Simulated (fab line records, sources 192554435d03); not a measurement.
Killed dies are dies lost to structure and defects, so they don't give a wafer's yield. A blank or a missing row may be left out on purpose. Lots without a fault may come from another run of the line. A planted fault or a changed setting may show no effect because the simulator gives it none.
fab line records | flow n5_finfet
record lots=4 wafers=12 last_day=16
route steps=1938 shown HKMG_FIN@401 PASSIVATION@1936
lots that met no fault: from a run of the same line without faults
start_h: hours from the record's first day to the start of the lot's first wafer shown | wait_h: hours since the lot's step before | " the same as in the row above | L1.1+2: a row that stands for several wafers | - no value, or no start given | * or withheld: withheld | < > ~ a bound
route shown NAME@n: a module of which the file shows steps, and the number in the route of the first | usual: mean/standard deviation of fault-free wafers | same: alike in all rows | chamber/n: place in a boat | sites: the reading at each site | _std_site: their standard deviation | _edge_site: outer sites' mean less inner sites' | radius_mm: how far each site lies from the wafer's centre | mask NAME#n: copy n | behind: the tool/chamber that last shaped the wafer | hold: why the lot was held/for how many hours/how that ended | device: the transistor (n, p or np) that didn't switch | end of line: the same wafers' tests at the end of the route | a step without rows: its recipe alone | killed: dies lost to structure and defects at the first sort, not the wafer's yield | map: a wafer's dies, x killed, . not, _ none there
set.NAME: the setting as run; set.NAME@STEP: as run at that earlier step | model.NAME: the simulator's own value behind a step, which no gauge read
lots at some steps of the route; a table a step, a row a wafer
## steps
# step N5_HKMG_FIN_DESCUM_53
# recipe chemistry=O2 time_s=7.9 source_power_w=50 bias_power_w=20 pressure_mtorr=20 rf_frequency_hz=2.712e+07 temp_c=40 resist=CAR-ArF o2_flow_sccm=225
# step N5_HKMG_FIN_ETCH_54
# recipe chemistry=CF4 target=SiARC target_depth_a=455 mask_material=CAR-ArF time_s=75.8 ion_energy_ev=80 pressure_mtorr=40 source_w=545 bias_w=36 Ar_flow_sccm=100 cf4_flow_sccm=100 ends=cleared
# step N5_HKMG_FIN_ETCH_55
# recipe chemistry=N2/H2 target=SOC target_depth_a=2400 temp_c=40 time_s=300 ion_energy_ev=200 mask_material=SiARC pressure_mtorr=30 source_w=840 bias_w=150 n2_flow_sccm=200 h2_flow_sccm=200
# step N5_HKMG_FIN_STRIP_56
# recipe chemistry=N2/H2 temp_c=40 n2_flow_sccm=200 h2_flow_sccm=200 rf_frequency_hz=6e+07
# step N5_HKMG_FIN_STRIP_57
# recipe chemistry=CF4 resist=SiARC power_w=300 bias_power_w=75 pressure_mtorr=50 cf4_flow_sccm=150 rf_frequency_hz=6e+07
# step N5_HKMG_FIN_ETCH_58
# recipe chemistry=N2/H2 target=SOC target_depth_a=2158 ion_energy_ev=50 bias_w=13 time_s=741 pressure_mtorr=30 source_w=875 n2_flow_sccm=200 h2_flow_sccm=200
# step N5_HKMG_FIN_STRIP_93
# recipe chemistry=N2/H2 material=SOC time_s=20 power_w=500 temp_c=40 pressure_mtorr=50 rf_frequency_hz=6e+07 bias_power_w=8 h2_frac=0.5 n2_flow_sccm=300 h2_flow_sccm=300
# step N5_HKMG_FIN_WET_ETCH_76
# recipe chemistry=dNH4OH mix=1:50 temp_c=25 target=Al2O3 stop_on=La2O3 target_depth_nm=2.25 dry=ipa_marangoni rinse_time_s=30 rinse_temp_c=23
# step N5_HKMG_FIN_STRIP_60
# recipe chemistry=N2/H2 power_w=2500 temp_c=300 h2_frac=0.65 time_s=360 pressure_mtorr=withheld n2_flow_sccm=1750 h2_flow_sccm=3250
# step N5_HKMG_FIN_WET_ETCH_77
# recipe chemistry=dHCl mix=1:10000 temp_c=25 target=La2O3 stop_on=HfO2 target_depth_nm=2
# step N5_HKMG_FIN_WET_ETCH_78
# recipe chemistry=dNH4OH mix=1:50 temp_c=25 target=Al2O3 stop_on=La2O3 target_depth_nm=4.5 dry=ipa_marangoni rinse_time_s=30 rinse_temp_c=23
# step N5_HKMG_FIN_ALD_79
# recipe material=TiN target_thk_a=15 temp_c=400 ald_precursor_family=TiCl4 ald_co_reactant=NH3 pulse_time_s=1 purge_time_s=3 co_reactant_purge_time_s=2 co_reactant_pulse_time_s=2 ald_cycles=68 pressure_torr=3
# usual chamber_pressure_Torr=3.000/0.0063 heater_power_w=921/71 precursor_pulse_height_rel=1.000/0.019
# columns lot.wafer tool chamber start_h wait_h chamber_pressure_Torr heater_power_w precursor_pulse_height_rel
L925.1 ald_metal-04 0 86.98 0.0 2.999 988 0.975
L925.4 " 2 " " 3.018 917 1.010
L925.6 " 0 " " 3.000 961 0.986
L927.3 ald_metal-04 1 98.06 0.0 2.999 1028 0.994
L927.4 " 3 " " 2.997 763 1.025
L927.5 " 3 " " 3.001 777 1.033
L928.1 ald_metal-04 1 104.76 0.0 3.006 1050 0.988
L928.2 " 2 " " 3.005 880 1.024
L928.4 " 0 " " 3.012 953 1.009
L935.1 ald_metal-02 1 147.14 0.0 2.998 935 0.985
L935.3 " 2 " " 2.996 962 0.973
L935.5 " 3 " " 3.002 903 0.999
# step N5_HKMG_FIN_CVD_62
# recipe material=a-Si target_thk_a=30 temp_c=500 precursor=Si2H6 pressure_torr=1 time_s=20.8
# step N5_HKMG_FIN_RTA_80
# recipe temp_c=withheld time_s=2 ambient=N2 idle_temp_c=600 ramp_up_c_per_s=150 ramp_down_c_per_s=60 cool_to_c=600
# step N5_HKMG_FIN_PRECLEAN_64
# recipe chemistry=dHF time_s=30 temp_c=25 dilution=withheld
# step N5_HKMG_FIN_WET_ETCH_65
# recipe chemistry=TMAH temp_c=70 conc_wt_pct=5 target=a-Si stop_on=TiN time_s=49 target_depth_nm=3
# step N5_HKMG_FIN_WET_ETCH_81
# recipe chemistry=SC1 target=TiN stop_on=HfO2 mix=1:1:5 temp_c=60 time_s=57 target_depth_nm=6
# step N5_HKMG_FIN_WET_ETCH_82
# recipe chemistry=dHCl mix=1:10000 temp_c=25 target=La2O3 stop_on=HfO2 target_depth_nm=2 dry=ipa_marangoni rinse_time_s=30 rinse_temp_c=23
# step N5_HKMG_FIN_ALD_36
# recipe material=TiN target_thk_a=10 temp_c=400 ald_precursor_family=TiCl4 ald_co_reactant=NH3 pulse_time_s=1 purge_time_s=3 co_reactant_purge_time_s=2 co_reactant_pulse_time_s=2 ald_cycles=47 pressure_torr=3
# step N5_HKMG_FIN_PWFM_ALD_03
# recipe material=TiN target_thk_a=20 temp_c=400 ald_precursor_family=TiCl4 ald_co_reactant=NH3 pulse_time_s=1 purge_time_s=3 co_reactant_purge_time_s=2 co_reactant_pulse_time_s=2 ald_cycles=91 pressure_torr=3
# step N5_HKMG_FIN_COAT_29
# recipe resist=SOC temp_c=250 time_s=60 spin_rpm=1500 resist_thk_nm=300
# step N5_HKMG_FIN_COAT_30
# recipe resist=SiARC temp_c=220 time_s=60 spin_rpm=1500 resist_thk_nm=35
# step N5_HKMG_FIN_COAT_06
# recipe resist=CAR-ArF spin_rpm=1500 resist_thk_nm=90
# step N5_HKMG_FIN_EBR_08
# recipe solvent=PGMEA ebr_width_mm=1.5
# step N5_HKMG_FIN_SOFTBAKE_07
# recipe temp_c=110 time_s=60 resist=CAR-ArF
# step N5_HKMG_FIN_EXPOSE_09
# recipe mask_id=NWFM na=1.35 source_shape=conventional sigma_outer=0.8 polarization=unpolarized dose_mj=39.25
# step N5_HKMG_FIN_PEB_10
# recipe peb_temp_c=withheld peb_time_s=60 resist=CAR-ArF
# step N5_HKMG_FIN_DEVELOP_11
# recipe develop_time_s=30 developer=TMAH resist=CAR-ArF dev_temp_c=23 rinse_liquid=diw dry=air_spin
# step N5_HKMG_FIN_INSPECT_14
# recipe mode=adi inspect_instrument=macro
# usual raw_defect_count=2.0/1.4
# columns lot.wafer tool chamber start_h wait_h raw_defect_count
L925.1 defect_inspect-01 - 89.32 0.0 2
L925.4 " - " " 2
L925.6 " - " " 0
L927.3 defect_inspect-01 - 100.03 0.0 >300
L927.4 " - " " 2
L927.5 " - " " 0
L928.1 defect_inspect-01 - 106.73 0.0 >300
L928.2 " - " " 4
L928.4 " - " " 3
L935.1 defect_inspect-02 - 149.11 0.0 2
L935.3 " - " " 5
L935.5 " - " " 3
# step N5_HKMG_FIN_DESCUM_17
# recipe chemistry=O2 time_s=7.9 source_power_w=50 bias_power_w=20 pressure_mtorr=20 rf_frequency_hz=2.712e+07 temp_c=40 resist=CAR-ArF o2_flow_sccm=225
# step N5_PASSIVATION_PROBE_49
# usual killed_at_M0_to_M3=36/11 killed_at_M4_up=13/5.1 killed_at_contacts=14/4.9 killed_at_front_end=41/10 killed_at_other=3.4/2.6 killed_dies=107/16 killed_open=70/11 killed_short=36/7.8
# same gross_dies=1180 killed_at_back_side=0
# columns lot.wafer tool chamber start_h wait_h killed_at_M0_to_M3 killed_at_M4_up killed_at_contacts killed_at_front_end killed_at_other killed_dies killed_open killed_short
L927.3 prober-01 - 333.13 0.1 26 9 14 156 2 207 64 28
L927.4 prober-01 - 333.18 0.2 18 6 8 49 4 85 56 27
L927.5 prober-01 - 333.23 0.2 39 10 24 41 3 117 85 31
L928.1 prober-02 - 334.68 0.0 36 8 13 150 8 215 60 42
L928.2 prober-02 - 334.73 0.1 29 13 20 50 4 116 78 38
L928.4 prober-02 - 334.83 0.2 31 10 13 42 3 99 65 34
# killed by level:class
L927.3 HKMG_FIN:unspecified=115 FIN_SAQP:geometric_particle:open=13 MOL_CONTACT_COAG:geometric_particle:open=12 FIN_SAQP:geometric_particle:short=9 BEOL_M3:geometric_particle:open=8 DUMMY_GATE:geometric_particle:open=4 BEOL_M0_SAQP:geometric_particle:open=4 BEOL_M0:geometric_particle:open=4
L927.4 FIN_SAQP:geometric_particle:open=10 STI_FIN_REVEAL:geometric_particle:open=9 BEOL_M1:geometric_particle:open=7 ILD0:geometric_particle:open=5 MOL_CONTACT_COAG:geometric_particle:open=5 FIN_SAQP:geometric_particle:short=4 DUMMY_GATE:geometric_particle:short=4 GATE_CUT:geometric_particle:short=4
L927.5 MOL_CONTACT_COAG:geometric_particle:open=19 BEOL_M3:geometric_particle:open=10 BEOL_M1:geometric_particle:open=9 FIN_SAQP:geometric_particle:short=8 FIN_SAQP:geometric_particle:open=7 DUMMY_GATE:geometric_particle:open=7 BEOL_M2:geometric_particle:open=7 MOL_CONTACT_COAG:geometric_particle:short=5
L928.1 HKMG_FIN:unspecified=106 STI_FIN_REVEAL:geometric_particle:open=18 BEOL_M0_SAQP:geometric_particle:short=12 BEOL_M0_SAQP:geometric_particle:open=9 MOL_CONTACT_COAG:geometric_particle:open=8 HKMG_FIN:area_etch=7 BEOL_M3:geometric_particle:open=6 MOL_CONTACT_COAG:geometric_particle:short=5
L928.2 FIN_SAQP:geometric_particle:open=19 FIN_SAQP:geometric_particle:short=14 MOL_CONTACT_COAG:geometric_particle:open=14 STI_FIN_REVEAL:geometric_particle:open=7 BEOL_M0_SAQP:geometric_particle:short=7 BEOL_M3:geometric_particle:open=7 MOL_CONTACT_COAG:geometric_particle:short=6 BEOL_M0_SAQP:geometric_particle:open=6
L928.4 MOL_CONTACT_COAG:geometric_particle:open=12 FIN_SAQP:geometric_particle:open=9 FIN_SAQP:geometric_particle:short=9 DUMMY_GATE:geometric_particle:open=8 BEOL_M0_SAQP:geometric_particle:short=7 STI_FIN_REVEAL:geometric_particle:open=6 BEOL_M0_SAQP:geometric_particle:open=4 BEOL_M1:geometric_particle:open=4
# map L927.3 (x killed, . not)
_________________........x...________________
______________...x............x._____________
___________...x....................__________
__________xx.....................x.x_________
________...............x.............._______
_______.................x....x.........______
______...x....x........................._____
_____..x.......x.........................____
____..x..x............x.............x.....___
___.....x............................x.....__
___.............x....x....x......x.........__
__.....x..x.................x.x.....x...x..._
__..............................xx..x......._
_...................x.........x....x.........
_...x....................xx.x.......xx.......
_......................x..............xx.....
_.................................x.xx.......
_...x...x.x.x..x.............................
_...............xxx.xxx.xxx....x.............
_............x.xxxxx.x.......................
_......x....xxxxxxxxxx.x.....................
__........xxxxxxxxxxxxxx.x..........x.....x._
__...x.....xxxxxxxxxxxxxx...........x......._
___........xx.xxxxxxxxxxx......x.x.........__
___.x.....xxxxxxxxxxxxxx....x..............__
____.......xxxxxxxxxxxxxx..x..x..x...x....___
_____.x......xxxxxxxx.x.................x____
______.....x.xxxxxxx.x.......x....x....._____
_______x.x.....xxxx..x.x......x........______
________..x......x.x.................._______
__________...xx...x.......x.......x._________
___________.....................x.x__________
______________................x._____________
_________________............________________
# map L928.1 (x killed, . not)
_________________............________________
______________..x...x..........._____________
___________........x.....x........x__________
__________................x.x.....x._________
________.....x.....x.................._______
_______.......x........x.........x.....______
______........................x........._____
_____...x...x.........................x..____
____x........x..........x...x............x___
___..............x.....x.............x.....__
___...........x.x...x..x.x..xx...........x.__
__xx................x.x....................x_
__....x.................x..................._
_...................x.x......................
_..xx.....x..x....x.....x.....x........x.....
_...xx..x...........................x......x.
_..x.....................x......x............
_...........x.xx......xx..x...........x..x...
_....x.........xx..x....x.x.x.....x..........
_....x......xxx.xx.xxx.......................
_.x....x..x.xxxxx.xxxxx......................
__....x.....xxxxxxxxxxxx......x.....xx...xx._
__........xxxxxxxxxxxxxxx.....x............._
___......x.xx.xxxxxxxxx.x.....x............__
___.........xxxxxxxxxxxx.x.x...x...........__
____.x..x...xxxxxxxxxx..x.x..x............___
_____.x....x..xxxxxxxxxx.................____
______x.......x.xxxxx.......x...xx......_____
_______....xx.xx...x...x...............______
________......x...x..x.....x....x...x._______
__________................x.x......._________
___________.....x......x...........__________
______________.....x............_____________
_________________.....x....x.________________
## key
first_sign step=N5_HKMG_FIN_INSPECT_14 reading=raw_defect_count direction=up sigmas=99+ usual=2.0 struck=>300
effect step=N5_PASSIVATION_PROBE_49 reading=killed_at_front_end direction=up sigmas=11 usual=41 struck=153
more_kills_born_at N5_HKMG_FIN_ALD_79@ald_metal-04=221
met_at N5_HKMG_FIN_ALD_79
struck_wafers L927.3,L928.1
tester_left_out L927,L928
fault kind=chamber_particle_source tool=ald_metal-04 chamber=1 onset_h=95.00 steps=N5_HKMG_FIN_ALD_79 rate_per_visit_cm2=0.6184 end_h=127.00
# tester_left_out: of these lots the tester's yield and bins aren't shown, on N5 and GAA mostly nor the transistor test; their killed dies are dies lost to structure and defects alone, not to doping, threshold or leakage, so they don't give the yield
